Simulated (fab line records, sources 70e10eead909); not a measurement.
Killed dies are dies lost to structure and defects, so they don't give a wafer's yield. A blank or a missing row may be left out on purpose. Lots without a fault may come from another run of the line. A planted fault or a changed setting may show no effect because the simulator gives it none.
Chamber matching | flow nand_harc | NHARC_A_STAIRCASE_ETCHBACK_157 on rie_diel-10: 4 sister chambers
The step etches the open film in CH3F/O2, target depth 90 nm, time 167.14 s. 4 wafers are shown with their chamber, then 7 later ones without.

WAFERS WITH THEIR CHAMBER
wafer  | chamber | showerhead_plenum_p_Torr (Torr)
L082.1 | 1       | 2.29
L082.4 | 3       | 2.36
L086.1 | 2       | 2.35
L086.2 | 0       | 2.61

WAFERS WITHOUT THEIR CHAMBER
wafer  | showerhead_plenum_p_Torr (Torr)
L086.5 | 2.61
L090.1 | 2.66
L090.4 | 2.60
L090.5 | 2.66
L091.1 | 2.34
L091.2 | 2.66
L091.3 | 2.34

WHICH CHAMBER EACH WENT THROUGH
wafer  | from the rows above          | in truth
L086.5 | 0                            | 0
L090.1 | 0                            | 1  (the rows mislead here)
L090.4 | 0                            | 0
L090.5 | 0                            | 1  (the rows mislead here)
L091.1 | can't be placed: 2 or 3 or 1 | 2
L091.2 | 0                            | 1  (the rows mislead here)
L091.3 | can't be placed: 2 or 3 or 1 | 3
Placed correctly: 2 of 7. Can't be placed from these rows: 2 (the true chamber is among the candidates in 2). Placed wrongly: 3.
How it was worked out, from the rows above alone: a wafer's distance from a chamber is the root of the sum, over the readings, of the square of ((its reading less the chamber's mean) divided by the reading's scatter). The wafer belongs to the nearest chamber; if the next one is less than 2 further off, it can't be placed. A chamber's mean is the mean of its shown wafers. The scatter: with one shown wafer a chamber, the root of the mean of the squares of how far each hidden wafer lies from its nearest shown one.
